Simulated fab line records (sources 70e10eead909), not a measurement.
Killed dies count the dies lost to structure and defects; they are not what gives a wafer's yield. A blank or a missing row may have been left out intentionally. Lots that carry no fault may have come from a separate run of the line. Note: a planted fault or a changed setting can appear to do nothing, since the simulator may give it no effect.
fab line records | flow nand-harc
record lots=24 wafers=72 last-day=24
route steps=1159 shown A_WL_FILL@824 A_CONTACT@840
lots with no fault: from the same line, run without faults
start-h: hours from the record's opening day to when the first of the lot's shown wafers began | wait-h: time in hours since the lot's previous step | " repeats the value in the row above | L1.1+2: one row covering several wafers at once | - no value, or no start was given | * or withheld: withheld | < > ~ a bound
route shown NAME@n: NAME is a module with steps in the file, n the number in the route of the first one | usual: average and standard deviation across the fault-free wafers | same: alike in all rows | chamber/n: place in a boat | sites: each site's reading | _std_site: how widely they spread, as a standard deviation | _edge_site: outer sites' mean less inner sites' | radius-mm: for every site, how far away it sits from the centre of the wafer | mask NAME#n: copy n | behind: the most recent tool/chamber to have shaped the wafer | hold: what put the lot on hold/how long, in hours/how the hold closed | device: transistor that didn't switch, given as n, p or np | end of line: the route-end tests of the same wafers | where a step has no rows: the recipe by itself | killed: dies that structure and defects cost at the first sort, which is not the same as the wafer's yield | map: the dies of a wafer, with x for killed, . for not killed, _ for no die there
set.NAME: the setting that was run; set.NAME@STEP: the one run at that earlier step | model.NAME: the simulator's own value behind a step, which no gauge read
route steps across a sampled set of lots; one table per step, one row per wafer
services: when a tool's chamber went out of use (start-h, in hours from the record's first day, below 0 if earlier), for how many hours, and the reason
## steps
# step NHARC_A_WL_FILL_STRIP_29
# recipe time-s=20 o2-flow-sccm=500 ar-flow-sccm=0 bias-w=0 chemistry=O2
# usual chamber-pressure-mTorr=59.99/0.054 drypump-motor-current-A=5.51/0.29 oes-product-au=0.997/0.0062 rf-vpp-V=57.8/0.97 showerhead-plenum-p-Torr=3.46/0.15 throttle-valve-pct=17.036/0.0089
# columns lot.wafer tool chamber start-h wait-h chamber-pressure-mTorr drypump-motor-current-A oes-product-au rf-hours-counter-h rf-vpp-V showerhead-plenum-p-Torr throttle-valve-pct
L075.4 rie-diel-10 2 348.44 0.1 59.99 5.15 1.001 5.8 56.6 3.32 17.029
L075.3 " 0 " " 59.99 5.84 1.005 6.4 58.2 3.79 17.033
L075.5 " 2 " " 59.97 5.18 0.996 - 57.7 3.32 17.037
L074.2 rie-diel-13 0 351.60 0.1 59.94 5.65 0.998 1.8 56.8 3.43 17.047
L074.6 " 1 " " 59.98 5.43 0.995 - 58.6 3.56 17.034
L074.5 " 2 " " 60.08 5.21 0.998 - 56.5 3.35 17.042
L076.1 rie-diel-03 0 358.28 0.1 60.07 5.03 0.994 8.0 57.6 3.47 17.050
L076.2 " 1 " " 59.93 5.76 0.995 6.7 58.1 3.30 17.034
L076.5 " 0 " " 60.01 5.01 0.998 - 56.9 3.47 17.027
L077.3 rie-diel-03 2 358.31 0.1 59.96 5.38 0.992 7.7 55.8 3.30 17.040
L077.1 " 0 " " 59.97 5.02 0.993 8.0 58.2 3.47 17.031
L077.4 " 1 " " 60.07 5.74 0.996 - 58.1 3.30 17.033
L079.2 rie-diel-13 1 387.98 0.1 59.97 5.41 0.990 2.4 57.9 3.56 17.025
L079.5 " 0 " " 59.92 5.65 0.991 - 59.0 3.43 17.048
L079.6 " 1 " " 60.00 5.44 0.997 - 57.4 3.56 17.042
L080.3 rie-diel-03 1 388.00 0.1 60.03 5.75 0.991 9.8 56.0 3.30 17.048
L080.4 " 2 " " 60.08 5.36 0.999 10.5 57.1 3.30 17.029
L080.5 " 0 " " 59.96 5.02 0.991 - 57.9 3.46 17.046
L078.3 rie-diel-10 0 388.03 0.1 60.03 5.87 1.007 1.0 58.9 3.79 17.028
L078.2 " 2 " " 59.96 5.16 0.995 1.0 58.7 3.32 17.045
L078.1 " 3 " " 59.96 5.71 0.997 1.0 56.8 3.37 17.037
L083.2 rie-diel-10 1 401.01 0.1 60.04 5.95 1.003 0.8 57.4 3.55 17.028
L083.1 " 2 " " 60.04 5.15 0.991 1.5 58.5 3.32 17.044
L083.6 " 2 " " 59.88 5.10 1.002 - 56.7 3.32 17.030
L082.2 rie-diel-13 2 401.47 0.1 59.90 5.17 0.990 2.9 58.6 3.35 17.022
L082.4 " 0 " " 60.04 5.66 1.003 2.8 58.1 3.43 17.045
L082.3 " 1 " " 59.95 5.47 0.988 2.9 57.7 3.56 17.003
L081.4 rie-diel-10 2 404.75 0.1 60.04 5.17 0.994 1.5 57.2 3.32 17.035
L081.1 " 1 " " 60.08 6.02 1.001 0.8 57.0 3.55 17.023
L081.5 " 3 " " 60.05 5.72 0.997 - 56.7 3.37 17.027
L086.2 rie-diel-03 0 419.04 0.1 59.98 5.04 0.998 0.7 57.2 3.46 17.033
L086.5 " 2 " " 60.06 5.38 1.011 - 55.9 3.30 17.034
L086.6 " 3 " " 60.00 5.49 0.993 - 58.3 3.64 17.046
L084.4 rie-diel-13 2 421.71 0.1 60.05 5.21 1.009 3.3 59.2 3.35 17.032
L084.2 " 3 " " 60.02 5.72 1.006 3.1 57.3 3.63 17.031
L084.5 " 0 " " 60.02 5.64 0.996 - 58.4 3.43 17.031
L085.1 rie-diel-03 2 426.79 0.1 59.99 5.35 0.993 0.7 56.7 3.30 17.039
L085.4 " 3 " " 59.97 5.48 0.992 0.7 59.0 3.64 17.033
L085.6 " 1 " " 60.04 5.75 1.011 - 56.5 3.30 17.038
L087.2 rie-diel-10 1 430.46 0.1 59.94 5.99 0.991 1.6 58.8 3.55 17.028
L087.1 " 2 " " 59.96 5.15 0.994 2.3 58.7 3.31 17.039
L087.4 " 3 " " 59.97 5.69 1.002 2.4 57.2 3.37 17.043
L089.3 rie-diel-03 2 435.71 0.1 59.95 5.36 0.999 1.4 57.1 3.30 17.028
L089.4 " 3 " " 60.03 5.42 0.996 1.6 59.8 3.64 17.035
L089.6 " 1 " " 60.02 5.73 1.010 - 56.9 3.30 17.045
L088.1 rie-diel-13 3 435.71 0.1 59.98 5.72 0.983 3.7 57.4 3.62 17.034
L088.4 " 0 " " 60.00 5.66 0.996 - 57.0 3.43 17.038
L088.6 " 3 " " 60.06 5.71 0.981 - 59.3 3.62 17.021
L090.2 rie-diel-13 2 452.53 0.1 59.94 5.19 0.997 4.2 57.3 3.35 17.039
L090.4 " 3 " " 60.01 5.72 0.987 4.1 58.1 3.62 17.040
L090.5 " 2 " " 59.97 5.20 1.000 - 57.6 3.35 17.045
L093.2 rie-diel-10 0 452.59 0.1 59.90 5.89 0.999 3.4 59.1 3.79 17.025
L093.1 " 2 " " 60.05 5.19 0.996 3.5 57.5 3.31 17.043
L093.6 " 2 " " 59.95 5.12 0.985 - 57.2 3.31 17.037
L091.3 rie-diel-10 1 461.35 0.1 59.91 5.96 0.991 3.3 57.5 3.55 17.023
L091.2 " 2 " " 60.07 5.13 0.986 4.0 56.9 3.31 17.035
L091.5 " 2 " " 60.06 5.19 0.996 - 56.8 3.31 17.040
L094.1 rie-diel-03 2 471.46 0.1 59.94 5.37 0.990 3.5 57.2 3.29 17.030
L094.4 " 1 " " 59.98 5.73 0.998 4.0 57.4 3.30 17.037
L094.5 " 3 " " 60.04 5.44 0.997 - 56.5 3.64 17.040
L092.1 rie-diel-13 3 471.63 0.1 59.91 5.72 1.000 0.1 58.9 3.62 17.042
L092.3 " 0 " " 59.97 5.66 0.996 0.1 57.7 3.43 17.052
L092.6 " 2 " " 59.82 5.19 1.003 - 58.3 3.35 17.045
L095.3 rie-diel-13 3 474.54 0.1 60.06 5.72 0.992 0.2 57.9 3.62 17.027
L095.2 " 0 " " 60.00 5.65 1.003 0.2 58.1 3.43 17.033
L095.6 " 1 " " 59.99 5.44 1.005 - 58.0 3.56 17.032
L096.3 rie-diel-13 0 481.83 0.1 60.02 5.65 0.996 0.3 58.1 3.43 17.039
L096.4 " 2 " " 59.95 5.21 1.006 0.4 56.9 3.35 17.023
L096.2 " 3 " " 59.86 5.73 0.995 0.3 58.2 3.62 17.047
L097.2 rie-diel-10 3 489.91 0.1 59.98 5.71 1.000 3.4 58.6 3.37 17.019
L097.4 " 0 " " 59.93 5.86 0.995 4.7 59.0 3.79 17.026
L097.1 " 1 " " 59.99 5.99 1.003 4.0 59.0 3.55 17.037
# step NHARC_A_WL_FILL_CMP_12
# recipe t-overpolish-s=30 target-thk-nm=75
# usual motor-current-A=12.4/1.3 overpolish-run-s=30.000/0.0094 retaining-ring-pressure-frac=1.000/0.0049 time-to-endpoint-s=15.4/1.7
# columns lot.wafer tool chamber start-h wait-h motor-current-A overpolish-run-s retaining-ring-pressure-frac time-to-endpoint-s
L075.3 cmp-02 2 359.65 2.2 14.0 29.997 0.993 16.3
L075.4 " 0 " " 13.1 30.001 1.001 16.5
L075.5 " 3 " " 10.8 30.020 1.006 15.1
L074.2 cmp-02 1 364.12 3.6 14.5 30.009 1.001 16.9
L074.6 " 1 " " 13.4 29.998 0.998 15.7
L074.5 " 2 " " 13.2 29.996 1.000 16.5
L076.2 cmp-03 3 368.99 4.4 14.1 29.990 0.997 10.9
L076.1 " 0 " " 11.3 30.009 1.007 12.8
L076.5 " 3 " " 15.4 30.012 0.992 12.4
L077.3 cmp-01 2 369.22 2.9 10.1 29.998 1.004 13.8
L077.4 " 3 " " 12.7 30.002 1.002 16.2
L077.1 " 0 " " 11.8 30.012 1.002 16.0
L078.3 cmp-02 3 399.34 2.2 11.1 29.985 0.994 13.1
L078.2 " 0 " " 12.9 29.992 1.000 16.1
L078.1 " 2 " " 12.7 29.981 0.999 14.9
L079.2 cmp-01 0 399.41 3.6 12.3 30.006 1.000 17.6
L079.6 " 3 " " 13.1 30.018 0.995 17.1
L079.5 " 0 " " 11.7 30.000 1.008 20.4
L080.3 cmp-03 0 403.57 2.1 11.3 29.975 0.993 15.8
L080.4 " 2 " " 10.4 29.977 1.003 16.4
L080.5 " 0 " " 11.2 29.999 0.995 16.3
L082.4 cmp-03 2 412.11 2.9 10.9 29.999 0.998 16.8
L082.2 " 0 " " 11.5 29.995 0.997 19.5
L082.3 " 1 " " 13.3 30.010 0.996 14.4
L083.2 cmp-01 0 414.40 - 12.1 29.990 1.002 17.7
L083.1 " 1 " " 11.0 29.994 1.000 15.6
L083.6 " 1 " " 12.6 30.018 0.997 14.4
L081.4 cmp-03 0 419.77 2.9 11.2 30.001 1.007 15.0
L081.1 " 2 " " 10.4 29.985 1.005 17.6
L081.5 " 1 " " 12.5 29.989 0.997 15.5
L086.2 cmp-02 1 430.60 3.7 13.7 30.001 0.995 14.5
L086.6 " 1 " " 13.9 29.994 1.002 16.6
L086.5 " 2 " " 13.7 29.986 0.996 15.2
L084.4 cmp-01 1 432.81 2.9 11.5 30.001 0.995 15.1
L084.2 " 3 " " 12.1 29.988 1.000 16.1
L084.5 " 0 " " 11.6 30.010 1.003 17.2
L085.1 cmp-02 3 437.80 4.4 11.1 29.994 1.008 19.5
L085.4 " 2 " " 14.6 29.998 0.994 18.9
L085.6 " 3 " " 11.3 30.003 0.998 16.8
L087.2 cmp-03 0 441.08 4.3 11.8 29.992 1.001 19.3
L087.1 " 1 " " 12.5 30.004 1.009 15.5
L087.4 " 2 " " 10.9 29.995 1.006 15.2
L089.4 cmp-02 1 447.98 2.2 14.5 30.002 1.001 14.9
L089.3 " 2 " " 13.6 29.998 1.005 15.0
L089.6 " 1 " " 14.3 30.003 1.005 14.1
L088.4 cmp-01 1 448.24 2.2 12.3 29.997 1.007 13.4
L088.1 " 2 " " 10.2 29.990 1.003 15.6
L088.6 " 2 " " 10.4 30.010 0.992 15.4
L090.4 cmp-03 1 465.81 2.9 13.6 30.010 0.999 12.7
L090.2 " 3 " " 15.1 29.996 0.991 15.0
L090.5 " 1 " " 12.6 29.993 1.003 14.6
L093.2 cmp-03 2 467.92 3.6 11.1 29.993 1.010 15.7
L093.1 " 3 " " 14.7 29.994 0.998 14.4
L093.6 " 2 " " 10.4 30.001 1.008 15.0
L091.3 cmp-01 0 473.52 2.2 12.2 29.992 0.996 13.5
L091.2 " 1 " " 12.2 29.984 0.993 14.9
L091.5 " 0 " " 12.1 29.994 1.006 17.1
L094.1 cmp-01 3 487.05 4.3 13.0 30.001 0.997 15.3
L094.4 " 2 " " 9.7 29.986 0.998 13.5
L094.5 " 0 " " 12.0 29.995 1.001 14.5
L092.1 cmp-02 2 491.30 3.6 13.2 30.001 1.000 15.5
L092.3 " 0 " " 13.4 30.002 1.001 17.0
L092.6 " 2 " " 13.0 30.005 0.999 14.3
L095.2 cmp-02 0 494.25 3.7 12.6 30.018 0.996 15.6
L095.3 " 2 " " 13.6 29.979 0.999 15.4
L095.6 " 3 " " 11.2 30.001 1.005 13.7
L096.3 cmp-01 1 499.42 2.2 12.3 30.003 0.997 17.9
L096.4 " 3 " " 12.6 29.990 1.006 15.6
L096.2 " 0 " " 12.2 30.001 1.000 16.1
L097.2 cmp-03 2 504.59 4.3 10.9 30.009 0.996 15.7
L097.4 " 3 " " 14.6 30.011 1.005 13.5
L097.1 " 1 " " 12.7 30.016 0.993 14.3
# step NHARC_A_CONTACT_DEP_24
# recipe target-thk-a=5000 temp-c=400 pressure-torr=6.5 rf-w=900 teos-flow-sccm=161.4 flow-sccm=2650 target-thk-nm=500 gas=O2 material=SiO2
# usual heater-power-w=559/93 throttle-valve-pct=15.9/0.41
# columns lot.wafer tool chamber start-h wait-h heater-power-w throttle-valve-pct
L075.3 pecvd-01 2 360.22 0.1 566 16.3
L075.5 " 2 " " 434 15.9
L075.4 " 1 " " 597 16.5
L074.2 pecvd-03 2 364.81 0.2 535 16.3
L074.5 " 0 " " 427 16.0
L074.6 " 2 " " 569 16.2
L076.1 pecvd-03 2 369.50 0.1 544 16.2
L076.2 " 0 " " 416 16.1
L076.5 " 0 " " 443 16.1
L077.1 pecvd-01 2 369.80 0.1 523 16.3
L077.3 " 1 " " 590 16.8
L077.4 " 1 " " 623 16.9
L078.1 pecvd-01 1 399.90 0.1 520 17.0
L078.3 " 2 " " 556 16.2
L078.2 " 0 " " 573 15.6
L079.2 pecvd-03 0 400.08 0.1 395 16.3
L079.6 " 0 " " 408 15.9
L079.5 " 2 " " 636 16.2
L080.3 pecvd-03 1 404.31 0.2 647 15.4
L080.4 " 1 " " 487 15.4
L080.5 " 2 " " 641 16.2
L082.3 pecvd-01 0 412.77 0.1 591 15.5
L082.2 " 1 " " 587 16.8
L082.4 " 0 " " 613 15.4
L083.2 pecvd-03 1 414.95 0.1 586 15.6
L083.1 " 2 " " 594 16.5
L083.6 " 0 " " 405 16.2
L081.1 pecvd-02 0 420.38 0.1 538 15.7
L081.4 " 2 " " 824 15.9
L081.5 " 0 " " 559 16.2
L086.2 pecvd-02 2 431.26 0.2 823 16.1
L086.6 " 0 " " 567 15.7
L086.5 " 1 " " 544 15.7
L084.2 pecvd-02 2 433.32 0.1 779 15.9
L084.4 " 2 " " 804 16.1
L084.5 " 1 " " 476 15.6
L085.1 pecvd-01 2 438.52 0.2 536 16.1
L085.4 " 0 " " 564 15.6
L085.6 " 2 " " 557 16.0
L087.2 pecvd-02 2 441.62 0.1 650 16.3
L087.1 " 0 " " 576 15.7
L087.4 " 0 " " 584 15.9
L089.3 pecvd-02 2 448.55 0.1 659 16.1
L089.4 " 1 " " 492 15.6
L089.6 " 2 " " 700 16.0
L088.1 pecvd-01 0 448.78 0.1 529 15.2
L088.6 " 0 " " 576 15.4
L088.4 " 1 " " 464 16.1
L090.2 pecvd-03 1 466.38 0.1 624 15.3
L090.4 " 0 " " 425 16.3
L090.5 " 2 " " 576 16.5
L093.2 pecvd-01 0 468.43 0.1 598 15.4
L093.1 " 2 " " 544 16.1
L093.6 " 1 " " 581 16.4
L091.3 pecvd-02 2 474.09 0.1 713 16.0
L091.2 " 0 " " 553 16.3
L091.5 " 0 " " 558 16.0
L094.1 pecvd-01 1 487.73 0.2 555 16.2
L094.5 " 2 " " 579 16.0
L094.4 " 0 " " 621 15.3
L092.3 pecvd-03 2 491.83 0.1 603 15.7
L092.1 " 0 " " 424 15.3
L092.6 " 2 " " 609 15.7
L095.2 pecvd-02 1 494.76 0.1 499 15.9
L095.3 " 0 " " 458 16.3
L095.6 " 1 " " 505 16.0
L096.2 pecvd-03 0 500.01 0.1 332 15.3
L096.3 " 1 " " 659 15.5
L096.4 " 0 " " 357 15.2
L097.2 pecvd-02 2 505.14 0.1 742 16.2
L097.1 " 0 " " 448 16.0
L097.4 " 2 " " 776 16.2
# step NHARC_A_CONTACT_ETCH_116
# recipe source-w=withheld pressure-mtorr=20 bias-v=3000 time-s=94 target-depth-a=9220 ar-flow-sccm=withheld c4f8-flow-sccm=withheld o2-flow-sccm=withheld chemistry=C4F8/O2/Ar
# usual chamber-pressure-mTorr=20.000/0.017 oes-air-line-au=1.000/0.019
# columns lot.wafer tool chamber start-h wait-h chamber-pressure-mTorr oes-air-line-au rf-hours-counter-h
L075.3 har-cap-etch-01 0 369.10 0.1 20.009 0.991 -
L075.4 " 1 " " 19.985 0.975 -
L075.5 " 0 " " 19.999 0.998 -
L074.2 har-cap-etch-01 1 372.81 0.1 20.017 1.011 57
L074.6 " 0 " " 20.002 0.987 -
L074.5 " 1 " " 20.027 0.999 -
L076.1 har-cap-etch-03 1 378.66 0.1 19.970 0.968 81
L076.2 " 0 " " 20.030 1.025 81
L076.5 " 1 " " 20.011 0.997 -
L077.1 har-cap-etch-02 1 379.52 0.1 19.994 1.008 9
L077.4 " 0 " " 19.990 0.986 -
L077.3 " 1 " " 20.008 1.035 -
L078.2 har-cap-etch-02 0 405.43 0.1 19.974 0.980 14
L078.1 " 1 " " 19.974 0.990 14
L078.3 " 0 " " 20.009 0.982 -
L079.2 har-cap-etch-01 1 406.40 0.1 19.999 1.024 62
L079.5 " 0 " " 19.983 0.936 -
L079.6 " 1 " " 19.972 1.002 -
L080.4 har-cap-etch-03 1 409.84 0.1 20.020 0.981 -
L080.3 " 0 " " 20.021 1.006 -
L080.5 " 1 " " 19.971 0.975 -
L082.2 har-cap-etch-02 1 419.04 0.1 19.995 1.027 16
L082.3 " 1 " " 19.999 1.020 -
L082.4 " 0 " " 19.989 1.001 -
L083.2 har-cap-etch-01 1 421.16 0.1 20.028 1.005 64
L083.1 " 0 " " 19.990 1.018 64
L083.6 " 1 " " 19.994 1.046 -
L081.1 har-cap-etch-03 1 425.98 0.1 20.009 0.987 90
L081.4 " 1 " " 19.972 0.986 -
L081.5 " 1 " " 20.008 1.006 -
L086.2 har-cap-etch-02 0 436.56 0.1 19.971 1.021 20
L086.5 " 0 " " 20.024 1.035 -
L086.6 " 1 " " 19.994 0.991 -
L084.2 har-cap-etch-03 0 439.28 0.1 19.990 0.988 92
L084.4 " 0 " " 20.018 1.005 -
L084.5 " 0 " " 20.019 1.004 -
L085.1 har-cap-etch-01 1 444.03 0.1 20.022 1.008 69
L085.4 " 0 " " 19.996 0.992 -
L085.6 " 1 " " 20.035 0.990 -
L087.1 har-cap-etch-02 0 449.11 0.1 20.019 1.009 23
L087.2 " 1 " " 19.984 0.989 23
L087.4 " 1 " " 20.012 1.047 -
L089.3 har-cap-etch-03 1 455.00 0.1 20.003 0.975 -
L089.4 " 0 " " 19.984 0.963 -
L089.6 " 0 " " 20.005 0.996 -
L088.1 har-cap-etch-02 0 455.70 0.1 20.006 1.017 25
L088.4 " 0 " " 20.012 1.008 -
L088.6 " 0 " " 19.987 1.007 -
L090.2 har-cap-etch-01 1 473.13 0.1 20.016 1.017 74
L090.4 " 1 " " 19.979 1.031 -
L090.5 " 1 " " 20.015 1.016 -
L093.2 har-cap-etch-02 0 476.29 0.1 20.000 1.011 28
L093.1 " 1 " " 20.015 0.996 28
L093.6 " 1 " " 19.970 1.008 -
L091.2 har-cap-etch-03 1 479.82 0.1 20.011 0.993 99
L091.3 " 1 " " 19.999 0.955 -
L091.5 " 1 " " 19.977 0.962 -
L094.1 har-cap-etch-01 0 494.63 0.1 20.037 1.011 77
L094.4 " 1 " " 20.028 0.993 -
L094.5 " 1 " " 19.978 0.981 -
L092.1 har-cap-etch-02 1 497.68 0.1 19.986 1.024 32
L092.3 " 0 " " 20.015 1.018 -
L092.6 " 1 " " 20.008 1.004 -
L095.2 har-cap-etch-01 1 500.64 0.1 20.022 1.039 78
L095.3 " 1 " " 19.984 0.987 -
L095.6 " 0 " " 20.010 0.993 -
L096.2 har-cap-etch-02 1 505.37 0.1 20.029 0.999 33
L096.3 " 1 " " 20.022 1.009 -
L096.4 " 0 " " 19.999 1.003 -
L097.1 har-cap-etch-01 1 510.63 0.1 20.013 1.041 81
L097.2 " 0 " " 20.034 0.976 81
L097.4 " 0 " " 20.011 0.991 -
# step NHARC_A_CONTACT_ETCH_121
# recipe source-w=withheld pressure-mtorr=20 bias-v=3000 time-s=94 target-depth-a=9220 ar-flow-sccm=withheld c4f8-flow-sccm=withheld o2-flow-sccm=withheld chemistry=C4F8/O2/Ar
# usual chamber-pressure-mTorr=19.999/0.021 oes-air-line-au=0.999/0.02
# columns lot.wafer tool chamber start-h wait-h chamber-pressure-mTorr oes-air-line-au rf-hours-counter-h
L075.3 har-cap-etch-01 0 369.55 0.1 19.999 1.003 -
L075.4 " 1 " " 20.022 1.027 -
L075.5 " 0 " " 20.033 0.992 -
L074.2 har-cap-etch-01 1 373.27 0.1 20.055 0.976 58
L074.6 " 0 " " 19.994 0.994 -
L074.5 " 1 " " 20.016 0.989 -
L076.1 har-cap-etch-03 1 379.11 0.1 20.006 0.958 82
L076.2 " 0 " " 20.008 0.991 82
L076.5 " 1 " " 19.982 1.004 -
L077.1 har-cap-etch-02 1 379.98 0.1 20.002 0.983 9
L077.4 " 0 " " 20.009 1.036 -
L077.3 " 1 " " 20.002 0.990 -
L078.2 har-cap-etch-02 0 405.88 0.1 19.995 1.053 14
L078.1 " 1 " " 19.987 1.000 14
L078.3 " 0 " " 19.998 1.002 -
L079.2 har-cap-etch-01 1 406.85 0.1 20.023 0.993 62
L079.5 " 0 " " 20.017 1.017 -
L079.6 " 1 " " 20.004 0.987 -
L080.4 har-cap-etch-03 1 410.30 0.1 19.989 0.992 -
L080.3 " 0 " " 20.010 0.998 -
L080.5 " 1 " " 20.009 1.025 -
L082.2 har-cap-etch-02 1 419.49 0.1 19.994 1.001 16
L082.3 " 1 " " 19.981 1.005 -
L082.4 " 0 " " 19.994 0.995 -
L083.2 har-cap-etch-01 1 421.61 0.1 19.984 1.039 65
L083.1 " 0 " " 20.009 0.994 65
L083.6 " 1 " " 19.976 1.005 -
L081.1 har-cap-etch-03 1 426.43 0.1 19.969 1.003 90
L081.4 " 1 " " 19.993 0.986 -
L081.5 " 1 " " 20.024 1.002 -
L086.2 har-cap-etch-02 0 437.01 0.1 20.006 1.022 20
L086.5 " 0 " " 20.025 0.991 -
L086.6 " 1 " " 20.000 1.007 -
L084.2 har-cap-etch-03 0 439.73 0.1 20.020 0.975 93
L084.4 " 0 " " 20.002 1.003 -
L084.5 " 0 " " 20.015 0.988 -
L085.1 har-cap-etch-01 1 444.48 0.1 19.985 1.010 70
L085.4 " 0 " " 19.997 1.003 -
L085.6 " 1 " " 19.967 0.985 -
L087.1 har-cap-etch-02 0 449.57 0.1 20.029 0.991 23
L087.2 " 1 " " 20.019 1.033 23
L087.4 " 1 " " 19.977 1.016 -
L089.3 har-cap-etch-03 1 455.45 0.1 20.029 1.025 -
L089.4 " 0 " " 19.989 0.993 -
L089.6 " 0 " " 20.002 0.999 -
L088.1 har-cap-etch-02 0 456.15 0.1 19.990 1.011 26
L088.4 " 0 " " 20.000 1.017 -
L088.6 " 0 " " 19.977 1.009 -
L090.2 har-cap-etch-01 1 473.59 0.1 20.009 1.006 74
L090.4 " 1 " " 20.001 1.001 -
L090.5 " 1 " " 19.987 0.980 -
L093.2 har-cap-etch-02 0 476.74 0.1 20.018 1.004 29
L093.1 " 1 " " 20.019 0.991 29
L093.6 " 1 " " 20.009 0.992 -
L091.2 har-cap-etch-03 1 480.42 0.1 19.997 1.009 99
L091.3 " 1 " " 19.998 0.997 -
L091.5 " 1 " " 19.990 0.991 -
L094.1 har-cap-etch-01 0 495.08 0.1 20.000 1.033 77
L094.4 " 1 " " 19.986 0.973 -
L094.5 " 1 " " 19.952 1.014 -
L092.1 har-cap-etch-02 1 498.13 0.1 19.984 0.998 32
L092.3 " 0 " " 19.993 1.003 -
L092.6 " 1 " " 19.987 0.994 -
L095.2 har-cap-etch-01 1 501.09 0.1 19.957 0.999 79
L095.3 " 1 " " 20.019 0.991 -
L095.6 " 0 " " 20.020 0.986 -
L096.2 har-cap-etch-02 1 505.82 0.1 20.007 0.993 33
L096.3 " 1 " " 20.027 0.974 -
L096.4 " 0 " " 19.991 1.022 -
L097.1 har-cap-etch-01 1 511.08 0.1 19.972 1.027 81
L097.2 " 0 " " 20.021 0.994 81
L097.4 " 0 " " 20.016 0.979 -
# step NHARC_A_CONTACT_CD_MEAS_69
# recipe target-cd-nm=200 landing-energy-ev=500
# usual cd-nm=200.0/0.4
# columns lot.wafer tool chamber start-h wait-h cd-nm
L075.3 cd-sem-03 0 379.32 - 199.5
L075.4 " 0 " " 199.7
L075.5 " 0 " " 199.9
L074.2 cd-sem-01 0 380.87 - 200.4
L074.5 " 0 " " 200.5
L074.6 " 0 " " 200.2
L076.1 cd-sem-01 0 384.49 - 200.0
L076.2 " 0 " " 200.1
L076.5 " 0 " " 200.5
L077.1 cd-sem-01 0 385.92 - 199.8
L077.3 " 0 " " 199.4
L077.4 " 0 " " 199.5
L078.1 cd-sem-03 0 411.51 - 199.3
L078.2 " 0 " " 199.5
L078.3 " 0 " " 199.5
L079.2 cd-sem-01 0 414.66 - 200.6
L079.5 " 0 " " 200.0
L079.6 " 0 " " 200.0
L080.3 cd-sem-01 0 416.37 - 199.9
L080.4 " 0 " " 200.4
L080.5 " 0 " " 199.8
L082.2 cd-sem-03 0 424.92 - 199.7
L082.3 " 0 " " 200.4
L082.4 " 0 " " 199.4
L083.1 cd-sem-02 0 426.77 - 200.1
L083.2 " 0 " " 199.9
L083.6 " 0 " " 199.7
L081.1 cd-sem-03 0 430.75 - 200.7
L081.4 " 0 " " 200.5
L081.5 " 0 " " 200.2
L086.2 cd-sem-03 0 441.78 - 201.0
L086.5 " 0 " " 200.1
L086.6 " 0 " " 200.5
L084.2 cd-sem-01 0 444.15 - 200.0
L084.4 " 0 " " 199.8
L084.5 " 0 " " 200.6
L085.1 cd-sem-01 0 450.51 - 200.6
L085.4 " 0 " " 200.7
L085.6 " 0 " " 200.4
L087.1 cd-sem-02 0 455.56 - 200.6
L087.2 " 0 " " 200.3
L087.4 " 0 " " 200.5
L089.3 cd-sem-01 0 459.96 - 200.6
L089.4 " 0 " " 199.8
L089.6 " 0 " " 199.9
L088.1 cd-sem-01 0 460.58 - 199.9
L088.4 " 0 " " 200.0
L088.6 " 0 " " 199.8
L090.2 cd-sem-01 0 479.36 - 199.6
L090.4 " 0 " " 199.6
L090.5 " 0 " " 199.7
L093.1 cd-sem-01 0 481.49 - 200.6
L093.2 " 0 " " 200.2
L093.6 " 0 " " 200.9
L091.2 cd-sem-03 0 487.88 - 200.0
L091.3 " 0 " " 200.2
L091.5 " 0 " " 200.7
L094.1 cd-sem-01 0 500.21 - 200.0
L094.4 " 0 " " 199.8
L094.5 " 0 " " 200.1
L092.1 cd-sem-01 0 504.81 - 200.6
L092.3 " 0 " " 200.1
L092.6 " 0 " " 199.7
L095.2 cd-sem-01 0 505.49 - 200.1
L095.3 " 0 " " 199.9
L095.6 " 0 " " 200.8
L096.2 cd-sem-02 0 510.29 - 199.7
L096.3 " 0 " " 199.9
L096.4 " 0 " " 199.6
L097.1 cd-sem-03 0 516.03 - 200.3
L097.2 " 0 " " 199.4
L097.4 " 0 " " 200.3
## services
# columns tool chamber start-h hours kind
cmp-02 - 324.62 4.0 pm
cmp-03 - 332.98 5.0 repair
pecvd-02 - 334.16 13.0 pm
rie-diel-10 - 335.14 0.5 repair
rie-diel-13 - 342.41 0.1 repair
cmp-01 - 347.02 0.3 repair
rie-diel-10 - 353.50 9.0 pm
cmp-03 - 354.89 4.0 pm
rie-diel-10 1 375.23 13.7 repair
cmp-01 - 375.65 4.0 pm
rie-diel-10 - 378.83 0.3 repair
har-cap-etch-01 - 381.60 1.5 repair
rie-diel-13 3 396.94 2.5 repair
cmp-03 - 407.09 0.6 repair
cmp-02 - 416.16 3.4 repair
pecvd-01 - 418.31 13.0 pm
rie-diel-13 1 424.98 12.3 repair
har-cap-etch-03 - 451.41 0.4 repair
rie-diel-13 - 453.00 9.0 pm
har-cap-etch-01 - 459.29 2.5 repair
har-cap-etch-03 - 492.75 0.6 repair
rie-diel-13 1 496.12 12.2 repair
rie-diel-13 - 500.52 0.2 repair
rie-diel-13 3 505.57 6.3 repair
## key
fault none
